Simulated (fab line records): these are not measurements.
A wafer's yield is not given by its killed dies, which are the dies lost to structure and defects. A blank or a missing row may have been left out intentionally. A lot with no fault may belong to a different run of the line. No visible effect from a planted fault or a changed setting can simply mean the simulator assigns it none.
What tool caused it?	flow nandHarc	24 lots, 72 wafers sampled, at 6 steps of a route of 1159

## WHAT THE GAUGES SHOWED, per wafer
The record holds no reading of a measuring or inspecting step that can be judged against a usual standard deviation.

## EACH LOT AND THE TOOL THAT RAN IT (in order: tool; ch and the chambers of the sampled wafers; start)
lot	NHARC_A_STAIRCASE_ETCH_15	NHARC_A_STAIRCASE_ETCH_27	NHARC_A_STAIRCASE_TRIM_224	NHARC_A_STAIRCASE_ETCH_227	NHARC_A_STAIRCASE_TRIM_233	NHARC_A_STAIRCASE_ETCH_292
L074	rieDiel-11 ch 1,2,3, day 11 18:42 or earlier	rieDiel-11 ch 2,3, day 11 18:42 or earlier	rieDiel-13 ch 0,1, day 11 18:42 or earlier	rieDiel-13 ch 1,2,3, day 11 18:42 or earlier	rieDiel-13 ch 2,3, day 11 18:42 or earlier	rieDiel-01 ch 2,3, day 11 18:42
L075	rieDiel-11 ch 0,1,2, day 11 19:18 or earlier	rieDiel-13 ch 0,1,2, day 11 19:18 or earlier	rieDiel-01 ch 0,1,3, day 11 19:18 or earlier	rieDiel-01 ch 0,1,3, day 11 19:18 or earlier	rieDiel-01 ch 0,1,2, day 11 19:18 or earlier	rieDiel-13 ch 0,1,2, day 11 19:18
L076	rieDiel-01 ch 0,1,3, day 12 00:40 or earlier	rieDiel-13 ch 0,1, day 12 00:40 or earlier	rieDiel-11 ch 0,2,3, day 12 00:40 or earlier	rieDiel-11 ch 0,1,2, day 12 00:40 or earlier	rieDiel-11 ch 0,2, day 12 00:40 or earlier	rieDiel-13 ch 0,1, day 12 00:40
L077	rieDiel-11 ch 0,1,3, day 12 02:29 or earlier	rieDiel-01 ch 0,1, day 12 02:29 or earlier	rieDiel-13 ch 0,1, day 12 02:29 or earlier	rieDiel-13 ch 0,1,2, day 12 02:29 or earlier	rieDiel-13 ch 1,2,3, day 12 02:29 or earlier	rieDiel-13 ch 0,3, day 12 02:29
L078	rieDiel-01 ch 0,1, day 12 11:59 or earlier	rieDiel-11 ch 0,2, day 12 11:59 or earlier	rieDiel-11 ch 0,1,2, day 12 11:59 or earlier	rieDiel-11 ch 0,1, day 12 11:59 or earlier	rieDiel-13 ch 1,2,3, day 12 11:59 or earlier	rieDiel-11 ch 1,2, day 12 11:59
L079	rieDiel-01 ch 2,3, day 12 23:32 or earlier	rieDiel-01 ch 2,3, day 12 23:32 or earlier	rieDiel-01 ch 1,2,3, day 12 23:32 or earlier	rieDiel-01 ch 0,1,3, day 12 23:32 or earlier	rieDiel-01 ch 0,2, day 12 23:32 or earlier	rieDiel-13 ch 0,3, day 12 23:32
L080	rieDiel-01 ch 0,1,3, day 12 21:41 or earlier	rieDiel-13 ch 1,2,3, day 12 21:41 or earlier	rieDiel-01 ch 1,2,3, day 12 21:41 or earlier	rieDiel-01 ch 0,1,3, day 12 21:41 or earlier	rieDiel-01 ch 0,1,2, day 12 21:41 or earlier	rieDiel-01 ch 0,1,2, day 12 21:41
L082	rieDiel-11 ch 2,3, day 13 11:28 or earlier	rieDiel-01 ch 2,3, day 13 11:28 or earlier	rieDiel-13 ch 1,2, day 13 11:28 or earlier	rieDiel-13 ch 1,2,3, day 13 11:28 or earlier	rieDiel-01 ch 2,3, day 13 11:28 or earlier	rieDiel-13 ch 0,1, day 13 11:28
L081	rieDiel-11 ch 1,2,3, day 13 13:10 or earlier	rieDiel-13 ch 1,2,3, day 13 13:10 or earlier	rieDiel-13 ch 0,1,3, day 13 13:10 or earlier	rieDiel-13 ch 0,2, day 13 13:10 or earlier	rieDiel-11 ch 1,2,3, day 13 13:10 or earlier	rieDiel-11 ch 0,3, day 13 13:10
L083	rieDiel-11 ch 1,2,3, day 13 19:11 or earlier	rieDiel-11 ch 0,2,3, day 13 19:11 or earlier	rieDiel-01 ch 1,2,3, day 13 19:11 or earlier	rieDiel-01 ch 0,1,3, day 13 19:11 or earlier	rieDiel-13 ch 1,2,3, day 13 19:11 or earlier	rieDiel-11 ch 0,1,3, day 13 19:11
L084	rieDiel-01 ch 0,1,2, day 13 19:38 or earlier	rieDiel-13 ch 0,2,3, day 13 19:38 or earlier	rieDiel-13 ch 0,2,3, day 13 19:38 or earlier	rieDiel-13 ch 0,2,3, day 13 19:38 or earlier	rieDiel-01 ch 0,3, day 13 19:38 or earlier	rieDiel-13 ch 0,2,3, day 13 19:38
L085	rieDiel-01 ch 1,2,3, day 14 12:10 or earlier	rieDiel-11 ch 0,1,2, day 14 12:10 or earlier	rieDiel-13 ch 0,1,2, day 14 12:10 or earlier	rieDiel-13 ch 0,2,3, day 14 12:10 or earlier	rieDiel-13 ch 0,1,2, day 14 12:10 or earlier	rieDiel-01 ch 0,1,2, day 14 12:10
L087	rieDiel-13 ch 1,2,3, day 14 13:11 or earlier	rieDiel-13 ch 0,1,2, day 14 13:11 or earlier	rieDiel-13 ch 0,1,3, day 14 13:11 or earlier	rieDiel-13 ch 2,3, day 14 13:11 or earlier	rieDiel-11 ch 0,1,2, day 14 13:11 or earlier	rieDiel-13 ch 1,3, day 14 13:11
L086	rieDiel-11 ch 2,3, day 14 20:52 or earlier	rieDiel-11 ch 0,1, day 14 20:52 or earlier	rieDiel-11 ch 0,1,3, day 14 20:52 or earlier	rieDiel-11 ch 1,3, day 14 20:52 or earlier	rieDiel-11 ch 1,2,3, day 14 20:52 or earlier	rieDiel-11 ch 1,3, day 14 20:52
L088	rieDiel-13 ch 1,2,3, day 15 01:03 or earlier	rieDiel-13 ch 0,2,3, day 15 01:03 or earlier	rieDiel-13 ch 0,1,2, day 15 01:03 or earlier	rieDiel-13 ch 0,1,3, day 15 01:03 or earlier	rieDiel-13 ch 1,2,3, day 15 01:03 or earlier	rieDiel-11 ch 0,1,3, day 15 01:03
L090	rieDiel-13 ch 0,1,2, day 15 08:48 or earlier	rieDiel-11 ch 0,1,2, day 15 08:48 or earlier	rieDiel-13 ch 1,2,3, day 15 08:48 or earlier	rieDiel-13 ch 1,2,3, day 15 08:48 or earlier	rieDiel-11 ch 0,1,3, day 15 08:48 or earlier	rieDiel-13 ch 0,1,2, day 15 08:48
L089	rieDiel-01 ch 0,2, day 15 10:04 or earlier	rieDiel-13 ch 1,2,3, day 15 10:04 or earlier	rieDiel-11 ch 1,2,3, day 15 10:04 or earlier	rieDiel-11 ch 0,1,2, day 15 10:04 or earlier	rieDiel-11 ch 1,2,3, day 15 10:04 or earlier	rieDiel-13 ch 0,1, day 15 10:04
L091	rieDiel-13 ch 0,2,3, day 15 13:05 or earlier	rieDiel-01 ch 2,3, day 15 13:05 or earlier	rieDiel-13 ch 1,3, day 15 13:05 or earlier	rieDiel-13 ch 0,1,3, day 15 13:05 or earlier	rieDiel-13 ch 0,2,3, day 15 13:05 or earlier	rieDiel-11 ch 0,2, day 15 13:05
L092	rieDiel-01 ch 2,3, day 15 23:16 or earlier	rieDiel-01 ch 1,2,3, day 15 23:16 or earlier	rieDiel-11 ch 0,1, day 15 23:16 or earlier	rieDiel-11 ch 1,2, day 15 23:16 or earlier	rieDiel-13 ch 0,1, day 15 23:16 or earlier	rieDiel-13 ch 0,2,3, day 15 23:16
L093	rieDiel-13 ch 0,2,3, day 16 09:25 or earlier	rieDiel-13 ch 0,2,3, day 16 09:25 or earlier	rieDiel-13 ch 0,1,3, day 16 09:25 or earlier	rieDiel-13 ch 0,1,3, day 16 09:25 or earlier	rieDiel-13 ch 0,2,3, day 16 09:25 or earlier	rieDiel-13 ch 1,2,3, day 16 09:25
L094	rieDiel-11 ch 2,3, day 16 11:46 or earlier	rieDiel-11 ch 0,1,2, day 16 11:46 or earlier	rieDiel-13 ch 0,3, day 16 11:46 or earlier	rieDiel-13 ch 1,2,3, day 16 11:46 or earlier	rieDiel-01 ch 0,3, day 16 11:46 or earlier	rieDiel-01 ch 0,1,2, day 16 11:46
L096	rieDiel-13 ch 1,2, day 16 21:43 or earlier	rieDiel-13 ch 0,1,3, day 16 21:43 or earlier	rieDiel-01 ch 0,1,3, day 16 21:43 or earlier	rieDiel-01 ch 0,1,3, day 16 21:43 or earlier	rieDiel-13 ch 0,1, day 16 21:43 or earlier	rieDiel-13 ch 0,2, day 16 21:43
L097	rieDiel-13 ch 0,3, day 17 04:26 or earlier	rieDiel-13 ch 2,3, day 17 04:26 or earlier	rieDiel-01 ch 0,1, day 17 04:26 or earlier	rieDiel-01 ch 0,1,3, day 17 04:26 or earlier	rieDiel-13 ch 1,2,3, day 17 04:26 or earlier	rieDiel-13 ch 0,2,3, day 17 04:26
L095	rieDiel-13 ch 1,3, day 17 04:40 or earlier	rieDiel-13 ch 1,2,3, day 17 04:40 or earlier	rieDiel-11 ch 0,2,3, day 17 04:40 or earlier	rieDiel-11 ch 0,1,3, day 17 04:40 or earlier	rieDiel-01 ch 1,2,3, day 17 04:40 or earlier	rieDiel-01 ch 0,2,3, day 17 04:40
- NHARC_A_STAIRCASE_ETCH_15: etches the open film in C4F8/O2, target depth 100 nm, time 40.5 s.
- NHARC_A_STAIRCASE_ETCH_27: etches the open film in C4F8/O2, target depth 100 nm, time 40.5 s.
- NHARC_A_STAIRCASE_TRIM_224: chemistry O2, time 211.2 s.
- NHARC_A_STAIRCASE_ETCH_227: etches the open film in C4F8/O2, target depth 100 nm, time 40.5 s.
- NHARC_A_STAIRCASE_TRIM_233: chemistry O2, time 211.2 s.
- NHARC_A_STAIRCASE_ETCH_292: etches the open film in CF4/CHF3.

## WHAT THE TOOLS THEMSELVES READ (means of the sampled wafers that have a number; where no wafer has one, the mark that the record gives instead)
NHARC_A_STAIRCASE_ETCH_15. Usual: oesProductAu 0.942 a.u., standard deviation 0.013; rfVppV 897 V, standard deviation 4.7.
lot	tool	oesProductAu (a.u.)	rfVppV (V)	flag
L074	rieDiel-11	0.929	896	
L075	rieDiel-11	0.939	895	
L076	rieDiel-01	0.944	895	
L077	rieDiel-11	0.936	899	
L078	rieDiel-01	0.949	896	
L079	rieDiel-01	0.954	901	
L080	rieDiel-01	0.941	895	
L082	rieDiel-11	0.919	898	
L081	rieDiel-11	0.920	896	
L083	rieDiel-11	0.938	895	
L084	rieDiel-01	0.934	897	
L085	rieDiel-01	0.934	896	
L087	rieDiel-13	0.951	896	
L086	rieDiel-11	0.943	897	
L088	rieDiel-13	0.951	895	
L090	rieDiel-13	0.960	900	
L089	rieDiel-01	0.930	898	
L091	rieDiel-13	0.950	898	
L092	rieDiel-01	0.944	899	
L093	rieDiel-13	0.962	898	
L094	rieDiel-11	0.943	895	
L096	rieDiel-13	0.941	898	
L097	rieDiel-13	0.924	897	
L095	rieDiel-13	0.930	894	

NHARC_A_STAIRCASE_ETCH_27. Usual: oesProductAu 0.945 a.u., standard deviation 0.012; rfVppV 898 V, standard deviation 4.7.
lot	tool	oesProductAu (a.u.)	rfVppV (V)	flag
L074	rieDiel-11	0.933	898	
L075	rieDiel-13	0.943	900	
L076	rieDiel-13	0.953	903	
L077	rieDiel-01	0.936	893	
L078	rieDiel-11	0.937	895	
L079	rieDiel-01	0.956	902	
L080	rieDiel-13	0.938	897	
L082	rieDiel-01	0.948	901	
L081	rieDiel-13	0.953	896	
L083	rieDiel-11	0.938	899	
L084	rieDiel-13	0.947	898	
L085	rieDiel-11	0.946	895	
L087	rieDiel-13	0.953	900	
L086	rieDiel-11	0.930	896	
L088	rieDiel-13	0.952	898	
L090	rieDiel-11	0.942	895	
L089	rieDiel-13	0.955	895	
L091	rieDiel-01	0.943	899	
L092	rieDiel-01	0.946	896	
L093	rieDiel-13	0.955	898	
L094	rieDiel-11	0.949	895	
L096	rieDiel-13	0.958	898	
L097	rieDiel-13	0.947	895	
L095	rieDiel-13	0.945	896	

NHARC_A_STAIRCASE_TRIM_224. Usual: drypumpMotorCurrentA 5.7 A, standard deviation 0.41; oesProductAu 1.006 a.u., standard deviation 0.012; rfVppV 57.9 V, standard deviation 0.93; showerheadPlenumPTorr 3.57 Torr, standard deviation 0.13; throttleValvePct 17.037 %, standard deviation 0.01.
lot	tool	drypumpMotorCurrentA (A)	oesProductAu (a.u.)	rfVppV (V)	showerheadPlenumPTorr (Torr)	throttleValvePct (%)	flag
L074	rieDiel-13	5.9	1.008	58.5	3.65	17.039	
L075	rieDiel-01	5.8	0.991	57.4	3.51	17.037	
L076	rieDiel-11	5.6	0.990	58.7	3.60	17.034	
L077	rieDiel-13	5.9	1.010	58.1	3.65	17.047	
L078	rieDiel-11	5.6	0.994	57.9	3.53	17.037	
L079	rieDiel-01	5.9	1.013	57.9	3.55	17.045	
L080	rieDiel-01	5.9	1.002	57.3	3.55	17.041	
L082	rieDiel-13	5.3	1.013	57.6	3.58	17.037	
L081	rieDiel-13	5.9	1.011	58.5	3.60	17.038	
L083	rieDiel-01	5.9	1.016	56.9	3.54	17.043	
L084	rieDiel-13	5.8	1.011	58.3	3.59	17.034	
L085	rieDiel-13	5.8	1.022	58.5	3.64	17.038	
L087	rieDiel-13	5.9	1.015	57.5	3.60	17.042	
L086	rieDiel-11	5.7	0.998	57.7	3.60	17.030	
L088	rieDiel-13	5.8	1.020	58.6	3.64	17.033	
L090	rieDiel-13	5.4	1.006	58.2	3.53	17.035	
L089	rieDiel-11	5.7	0.996	58.7	3.50	17.032	
L091	rieDiel-13	5.5	0.997	57.8	3.48	17.028	
L092	rieDiel-11	5.7	0.998	57.5	3.52	17.049	
L093	rieDiel-13	5.9	1.015	57.3	3.59	17.036	
L094	rieDiel-13	5.9	1.006	58.7	3.54	17.043	
L096	rieDiel-01	5.8	0.994	58.1	3.49	17.034	
L097	rieDiel-01	5.7	0.998	57.7	3.40	17.042	
L095	rieDiel-11	5.6	1.005	57.8	3.58	17.032	

NHARC_A_STAIRCASE_ETCH_227. Usual: oesProductAu 0.943 a.u., standard deviation 0.013; rfVppV 898 V, standard deviation 4.5.
lot	tool	oesProductAu (a.u.)	rfVppV (V)	flag
L074	rieDiel-13	0.944	897	
L075	rieDiel-01	0.947	895	
L076	rieDiel-11	0.938	895	
L077	rieDiel-13	0.958	900	
L078	rieDiel-11	0.935	899	
L079	rieDiel-01	0.935	895	
L080	rieDiel-01	0.943	896	
L082	rieDiel-13	0.956	895	
L081	rieDiel-13	0.958	900	
L083	rieDiel-01	0.940	895	
L084	rieDiel-13	0.952	898	
L085	rieDiel-13	0.948	899	
L087	rieDiel-13	0.944	896	
L086	rieDiel-11	0.941	898	
L088	rieDiel-13	0.949	899	
L090	rieDiel-13	0.940	896	
L089	rieDiel-11	0.944	896	
L091	rieDiel-13	0.955	898	
L092	rieDiel-11	0.933	891	
L093	rieDiel-13	0.941	898	
L094	rieDiel-13	0.935	896	
L096	rieDiel-01	0.936	895	
L097	rieDiel-01	0.931	894	
L095	rieDiel-11	0.938	898	

NHARC_A_STAIRCASE_TRIM_233. Usual: drypumpMotorCurrentA 5.7 A, standard deviation 0.4; oesProductAu 1.004 a.u., standard deviation 0.012; rfVppV 57.9 V, standard deviation 0.72; showerheadPlenumPTorr 3.56 Torr, standard deviation 0.13; throttleValvePct 17.037 %, standard deviation 0.0085.
lot	tool	drypumpMotorCurrentA (A)	oesProductAu (a.u.)	rfVppV (V)	showerheadPlenumPTorr (Torr)	throttleValvePct (%)	flag
L074	rieDiel-13	5.4	1.008	57.7	3.49	17.047	
L075	rieDiel-01	5.7	0.997	57.8	3.55	17.043	
L076	rieDiel-11	5.5	1.000	58.1	3.61	17.031	
L077	rieDiel-13	5.4	1.006	57.3	3.54	17.031	
L078	rieDiel-13	5.4	1.006	58.1	3.54	17.042	
L079	rieDiel-01	5.7	0.995	58.7	3.67	17.040	
L080	rieDiel-01	5.7	1.000	57.3	3.55	17.040	
L082	rieDiel-01	6.0	1.008	58.3	3.62	17.037	
L081	rieDiel-11	5.7	0.992	58.2	3.51	17.038	
L083	rieDiel-13	5.4	1.010	57.4	3.53	17.037	
L084	rieDiel-01	5.6	1.004	58.2	3.59	17.036	
L085	rieDiel-13	5.8	1.012	57.8	3.64	17.035	
L087	rieDiel-11	5.6	1.004	58.1	3.51	17.037	
L086	rieDiel-11	5.7	0.993	57.9	3.50	17.034	
L088	rieDiel-13	5.4	1.007	58.0	3.53	17.044	
L090	rieDiel-11	5.7	1.001	57.6	3.60	17.040	
L089	rieDiel-11	5.7	0.990	57.7	3.50	17.036	
L091	rieDiel-13	5.8	1.006	57.6	3.58	17.044	
L092	rieDiel-13	5.9	1.009	58.1	3.63	17.035	
L093	rieDiel-13	5.8	1.012	58.1	3.58	17.036	
L094	rieDiel-01	5.9	0.989	58.5	3.57	17.037	
L096	rieDiel-13	5.9	1.013	58.1	3.63	17.031	
L097	rieDiel-13	5.4	1.003	57.5	3.52	17.035	
L095	rieDiel-01	6.0	0.995	57.6	3.53	17.032	

NHARC_A_STAIRCASE_ETCH_292. Usual: drypumpMotorCurrentA 5.7 A, standard deviation 0.44; oesProductAu 0.956 a.u., standard deviation 0.02; rfVppV 371.2 V, standard deviation 2.1; showerheadPlenumPTorr 1.59 Torr, standard deviation 0.058; throttleValvePct 16.804 %, standard deviation 0.009.
lot	tool	drypumpMotorCurrentA (A)	oesProductAu (a.u.)	rfVppV (V)	showerheadPlenumPTorr (Torr)	throttleValvePct (%)	flag
L074	rieDiel-01	6.0	0.983	371.9	1.62	16.809	
L075	rieDiel-13	5.7	0.940	371.9	1.63	16.804	
L076	rieDiel-13	5.9	0.938	372.5	1.63	16.807	
L077	rieDiel-13	5.8	0.975	371.3	1.59	16.807	
L078	rieDiel-11	5.7	0.963	369.3	1.53	16.793	
L079	rieDiel-13	5.9	0.952	371.0	1.59	16.804	
L080	rieDiel-01	5.7	0.975	371.1	1.58	16.802	
L082	rieDiel-13	5.9	0.965	372.4	1.63	16.811	
L081	rieDiel-11	5.6	0.928	373.6	1.64	16.800	
L083	rieDiel-11	5.7	0.953	371.2	1.61	16.799	
L084	rieDiel-13	5.8	0.974	370.4	1.60	16.805	
L085	rieDiel-01	5.7	0.965	370.3	1.58	16.810	
L087	rieDiel-13	5.5	0.963	370.3	1.58	16.804	
L086	rieDiel-11	5.8	0.960	370.6	1.60	16.807	
L088	rieDiel-11	5.7	0.951	371.8	1.60	16.797	
L090	rieDiel-13	5.8	0.968	372.3	1.62	16.805	
L089	rieDiel-13	5.9	0.933	371.6	1.62	16.797	
L091	rieDiel-11	5.5	0.929	370.5	1.56	16.800	
L092	rieDiel-13	5.7	0.934	371.7	1.60	16.808	
L093	rieDiel-13	5.4	0.952	370.4	1.57	16.801	
L094	rieDiel-01	5.7	0.965	370.3	1.57	16.810	
L096	rieDiel-13	5.7	0.987	372.1	1.61	16.813	
L097	rieDiel-13	5.8	0.939	371.1	1.59	16.811	
L095	rieDiel-01	5.8	0.959	371.9	1.61	16.795	

## THE ANSWER, worked out from the rows above alone
Rule: a lot counts as off when the mean over its wafers that have a number is more than 3 standard deviations away from the usual mean. Also off: a lot with no number at a reading for which 4 or more lots have one. All remaining lots with rows at the step are treated as sound. The gauges are gone through in route order, then the tools' own readings, and for those a lot's mean is taken as printed above. At the first step where some lot is off, the reading lying furthest off is the one used; lots without a number count as furthest.
No lot is off on any of the readings shown, so nothing can be concluded from this.

## WHAT THE SIMULATOR PUT IN
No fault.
